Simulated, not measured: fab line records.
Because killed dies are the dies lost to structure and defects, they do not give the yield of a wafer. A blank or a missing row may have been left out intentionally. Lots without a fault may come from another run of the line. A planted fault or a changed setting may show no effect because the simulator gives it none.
One fault through the eyes of 2 desks :: flow nand harc :: every desk sees just its own numbers, and what lay behind them comes last

FROM THE METROLOGY DESK
What the gauges read for every lot (on any tool): the sampled wafers with a number, averaged. Any lot whose mean is over 4 standard deviations away from the usual mean is out of limits and marked OUT; that distance is given in the brackets.
Columns: A = thk nm at NHARC_P_M2_THK_MEAS_24, usual 144.4 nm
lot: L631
first seen here: day 6 08:24
A: 145.8

lot: L632
first seen here: day 6 15:02
A: 144.3

lot: L633
first seen here: day 6 22:01
A: 146.8

lot: L634
first seen here: day 7 03:05
A: 143.9

lot: L636
first seen here: day 7 18:10
A: 142.8

lot: L637
first seen here: day 8 04:25
A: 145.3

lot: L647
first seen here: day 10 11:40
A: 141.8

lot: L646
first seen here: day 10 12:34
A: 136.1 (-5.6) OUT

lot: L649
first seen here: day 10 20:39
A: 144.5

lot: L648
first seen here: day 10 21:56
A: 145.2

lot: L651
first seen here: day 11 08:04
A: 143.1

lot: L653
first seen here: day 11 22:44
A: 144.0
This desk's verdict: out of limits on L646, starting with L646 at day 10 12:34 (thk nm at NHARC_P_M2_THK_MEAS_24). In limits: L631, L632, L633, L634, L636, L637, L647, L649, L648, L651, L653.

THE TOOL OWNER'S DESK: cmp-01
The tool's own readings at NHARC_P_M2_CMP_23 (polishes, t overpolish 20 s, target thk 144.3 nm): means of the sampled wafers that have a number, for each lot that ran on this tool. Any lot whose mean is over 4 standard deviations away from the usual mean is out of limits and marked OUT; that distance is given in the brackets.
Columns: A = motor current A at NHARC_P_M2_CMP_23, usual 11.6 A; B = time to endpoint s at NHARC_P_M2_CMP_23, usual 28 s
lot: L631
first seen here: day 6 08:05
A: 11.5
B: 31

lot: L633
first seen here: day 6 21:42
A: 11.1
B: 31

lot: L634
first seen here: day 7 02:46
A: 12.1
B: 28

lot: L647
first seen here: day 10 11:24
A: 11.8
B: 20

lot: L646
first seen here: day 10 12:17
A: 12.4
B: 14 (-4.5) OUT
This desk's verdict: out of limits on L646, starting with L646 at day 10 12:17 (time to endpoint s at NHARC_P_M2_CMP_23). In limits: L631, L633, L634, L647.

TAKEN TOGETHER
At day 10 12:17, on L646, the tool owner's desk was in a position to raise an alarm.
An alarm was possible from the metrology desk at day 10 12:34, on L646.
Every lot named ran NHARC_P_M2_CMP_23 on cmp-01.

WHAT THE SIMULATOR HAD PUT IN
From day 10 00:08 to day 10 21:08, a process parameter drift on cmp-01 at NHARC_P_M2_CMP_23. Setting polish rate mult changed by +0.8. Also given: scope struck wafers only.
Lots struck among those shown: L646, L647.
Counting hours from when the fault started, the first reading out of limits came at 12 for the tool owner's desk and at 12 for the metrology desk.
